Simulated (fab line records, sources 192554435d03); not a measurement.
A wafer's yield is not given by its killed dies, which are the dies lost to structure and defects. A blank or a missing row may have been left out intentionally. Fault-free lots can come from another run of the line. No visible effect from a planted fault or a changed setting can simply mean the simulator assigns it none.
Lot-split experiment || flow n5-finfet || on a route of 1938 steps: 7 lots, 21 wafers read

## ABOUT THE SPLIT
At N5_BEOL_M3_ETCH_64 (etches SOC in N2/H2, target depth 75 nm, overetch 15 nm, time 112.5 s), the setting time-s was moved away from the recipe's 112.5 s on 7 of the 21 wafers read, by -17.4% to +22.0%. All remaining wafers had this setting at the recipe value.

The reading comes from the split's own step.

## THE READING
SiARC_of_BEOL_M3_COAT_62.thk-nm (the simulator's own value, which no gauge read), in nm, at N5_BEOL_M3_ETCH_64 (etches SOC in N2/H2, target depth 75 nm, overetch 15 nm, time 112.5 s). No usual value for it is given in the file. Average 6.9 nm, standard deviation 0.1 nm, over the 14 wafers here run with the recipe.

{"wafer": "L075.1", "tool, chamber at the split": "rie-diel-02, 2,0", "time-s as run, s": 112.5, "against the recipe": "recipe", "SiARC_of_BEOL_M3_COAT_62.thk-nm, nm": 7, "against lot-mates on the recipe": "-"}
{"wafer": "L075.3", "tool, chamber at the split": "rie-diel-02, 2,0", "time-s as run, s": 112.5, "against the recipe": "recipe", "SiARC_of_BEOL_M3_COAT_62.thk-nm, nm": 7, "against lot-mates on the recipe": "-"}
{"wafer": "L075.4", "tool, chamber at the split": "rie-diel-02, 3", "time-s as run, s": 112.5, "against the recipe": "recipe", "SiARC_of_BEOL_M3_COAT_62.thk-nm, nm": 6.8, "against lot-mates on the recipe": "-"}
{"wafer": "L076.1", "tool, chamber at the split": "rie-diel-06, 3", "time-s as run, s": 112.5, "against the recipe": "recipe", "SiARC_of_BEOL_M3_COAT_62.thk-nm, nm": 7, "against lot-mates on the recipe": "-"}
{"wafer": "L076.2", "tool, chamber at the split": "rie-diel-06, 0,2", "time-s as run, s": 96.79, "against the recipe": "-14.0%", "SiARC_of_BEOL_M3_COAT_62.thk-nm, nm": 7.6, "against lot-mates on the recipe": "+0.6"}
{"wafer": "L076.6", "tool, chamber at the split": "rie-diel-06, 0,2", "time-s as run, s": 96.79, "against the recipe": "-14.0%", "SiARC_of_BEOL_M3_COAT_62.thk-nm, nm": 7.6, "against lot-mates on the recipe": "+0.6"}
{"wafer": "L081.1", "tool, chamber at the split": "rie-diel-05, 1,0", "time-s as run, s": 112.5, "against the recipe": "recipe", "SiARC_of_BEOL_M3_COAT_62.thk-nm, nm": 6.8, "against lot-mates on the recipe": "-"}
{"wafer": "L081.3", "tool, chamber at the split": "rie-diel-05, 1,0", "time-s as run, s": 112.5, "against the recipe": "recipe", "SiARC_of_BEOL_M3_COAT_62.thk-nm, nm": 6.8, "against lot-mates on the recipe": "-"}
{"wafer": "L081.6", "tool, chamber at the split": "rie-diel-05, 0", "time-s as run, s": 119.3, "against the recipe": "+6.0%", "SiARC_of_BEOL_M3_COAT_62.thk-nm, nm": 6.6, "against lot-mates on the recipe": -0.2}
{"wafer": "L083.1", "tool, chamber at the split": "rie-diel-05, 2,3", "time-s as run, s": 112.5, "against the recipe": "recipe", "SiARC_of_BEOL_M3_COAT_62.thk-nm, nm": 7, "against lot-mates on the recipe": "-"}
{"wafer": "L083.3", "tool, chamber at the split": "rie-diel-05, 2,3", "time-s as run, s": 112.5, "against the recipe": "recipe", "SiARC_of_BEOL_M3_COAT_62.thk-nm, nm": 7, "against lot-mates on the recipe": "-"}
{"wafer": "L083.4", "tool, chamber at the split": "rie-diel-05, 1", "time-s as run, s": 112.5, "against the recipe": "recipe", "SiARC_of_BEOL_M3_COAT_62.thk-nm, nm": 6.8, "against lot-mates on the recipe": "-"}
{"wafer": "L086.1", "tool, chamber at the split": "rie-diel-02, 3", "time-s as run, s": 130.7, "against the recipe": "+16.2%", "SiARC_of_BEOL_M3_COAT_62.thk-nm, nm": 5.8, "against lot-mates on the recipe": -1.2}
{"wafer": "L086.3", "tool, chamber at the split": "rie-diel-02, 2", "time-s as run, s": 112.5, "against the recipe": "recipe", "SiARC_of_BEOL_M3_COAT_62.thk-nm, nm": 7, "against lot-mates on the recipe": "-"}
{"wafer": "L086.5", "tool, chamber at the split": "rie-diel-02, 2", "time-s as run, s": 130.7, "against the recipe": "+16.2%", "SiARC_of_BEOL_M3_COAT_62.thk-nm, nm": 6.2, "against lot-mates on the recipe": -0.8}
{"wafer": "L095.2", "tool, chamber at the split": "rie-diel-05, 0", "time-s as run, s": 137.3, "against the recipe": "+22.0%", "SiARC_of_BEOL_M3_COAT_62.thk-nm, nm": 5.8, "against lot-mates on the recipe": -1.1}
{"wafer": "L095.5", "tool, chamber at the split": "rie-diel-05, 3", "time-s as run, s": 112.5, "against the recipe": "recipe", "SiARC_of_BEOL_M3_COAT_62.thk-nm, nm": 7, "against lot-mates on the recipe": "-"}
{"wafer": "L095.6", "tool, chamber at the split": "rie-diel-05, 2", "time-s as run, s": 112.5, "against the recipe": "recipe", "SiARC_of_BEOL_M3_COAT_62.thk-nm, nm": 6.8, "against lot-mates on the recipe": "-"}
{"wafer": "L096.2", "tool, chamber at the split": "rie-diel-02, 0,3", "time-s as run, s": 112.5, "against the recipe": "recipe", "SiARC_of_BEOL_M3_COAT_62.thk-nm, nm": 6.8, "against lot-mates on the recipe": "-"}
{"wafer": "L096.6", "tool, chamber at the split": "rie-diel-02, 0,3", "time-s as run, s": 112.5, "against the recipe": "recipe", "SiARC_of_BEOL_M3_COAT_62.thk-nm, nm": 6.8, "against lot-mates on the recipe": "-"}
{"wafer": "L096.3", "tool, chamber at the split": "rie-diel-02, 3", "time-s as run, s": 92.98, "against the recipe": "-17.4%", "SiARC_of_BEOL_M3_COAT_62.thk-nm, nm": 7.6, "against lot-mates on the recipe": "+0.8"}
If several chambers appear in one row, that row covers several wafers at once and the file leaves open which wafer was in which chamber.

THE FIT
A straight line over all 21 wafers: SiARC_of_BEOL_M3_COAT_62.thk-nm changes by -0.0499 nm for each +1% of time-s; r = -0.97; the points scatter about the line by 0.12 nm.
The same after taking each lot's own level away (the mean of its wafers on the recipe; 21 wafers): -0.0507 nm for each +1%; r = -0.97; scatter 0.11 nm.
According to that fit, moving time-s by its largest amount changes the reading by 1.1 nm.
Measured against the standard deviation above, the lots' own levels, which go from 6.80 to 7.00 nm, span 2.0 times it.
Consequently the slope shifts little with the lot-to-lot level, the two slopes agreeing.
Check: for one of the wafers moved furthest among these (+22.0%), held out of the fit, the line's prediction against its lot-mates is -1.16 nm. It came out at -1.1 nm against them.

## THE WHOLE CHAIN: every reading that the file lists as answering this split, in the file's order
{"step": "N5_BEOL_M3_ETCH_64", "what it does": "etches SOC in N2/H2, target depth 75 nm, overetch 15 nm, time 112.5 s", "reading": "SiARC_of_BEOL_M3_COAT_62.thk-nm (the simulator's own value, which no gauge read)", "change (the file's fit)": "-0.0499 nm for each +1% of the setting", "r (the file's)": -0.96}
{"step": "N5_BEOL_M3_HM_OPEN_17", "what it does": "chemistry Cl2/BCl3, target TiN, target depth 20 nm, overetch 6 nm", "reading": "etch.depth-nm (the simulator's own value, which no gauge read)", "change (the file's fit)": "not straight: 19.82 at the lowest setting, 19.99 at the recipe, 17.67 at the highest", "r (the file's)": "not given"}

## THE FILE'S OWN FIT
SiARC_of_BEOL_M3_COAT_62.thk-nm changes by -0.0499 nm for each +1% of time-s, r = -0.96.
